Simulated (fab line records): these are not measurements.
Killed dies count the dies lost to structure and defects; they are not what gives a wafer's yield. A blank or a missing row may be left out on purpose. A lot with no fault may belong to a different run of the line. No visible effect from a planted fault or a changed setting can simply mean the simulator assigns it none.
Chamber matching -- flow nandHarc -- NHARC_A_STAIRCASE_TRIM_229 on rieDiel-01: 4 sister chambers
The step chemistry O2, time 211.2 s. 4 wafers are shown with their chamber, then 7 later ones without.

== WAFERS PAIRED WITH THEIR CHAMBERS ==
wafer,chamber,drypumpMotorCurrentA (A)
L080.6,2,6.12
L085.5,1,6.11
L085.6,0,5.49
L086.5,3,5.68

== WAFERS WHOSE CHAMBER IS MISSING ==
wafer,drypumpMotorCurrentA (A)
L086.6,6.13
L091.1,6.09
L091.3,6.13
L091.5,6.08
L096.1,6.10
L096.2,6.12
L096.3,5.66

== WHICH CHAMBER EACH ONE RAN IN ==
wafer,from the rows above,in truth
L086.6,can't be placed: 2 or 1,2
L091.1,can't be placed: 1 or 2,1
L091.3,can't be placed: 2 or 1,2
L091.5,can't be placed: 1 or 2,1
L096.1,can't be placed: 1 or 2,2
L096.2,can't be placed: 2 or 1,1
L096.3,3,3
Correct placement for 1 of the 7. Unplaceable from these rows: 6, with the true chamber sitting among the candidates in 6. Placed wrongly: 0.
How it was worked out, from the rows above alone: a wafer's distance from a chamber is the root of the sum, over the readings, of the square of ((its reading less the chamber's mean) divided by the reading's scatter). The wafer belongs to the nearest chamber; if the next one is less than 2 further off, it can't be placed. The mean given for a chamber averages the wafers shown for that chamber. The scatter: root of mean squared gap, hidden wafer to nearest shown wafer, with one shown wafer a chamber.
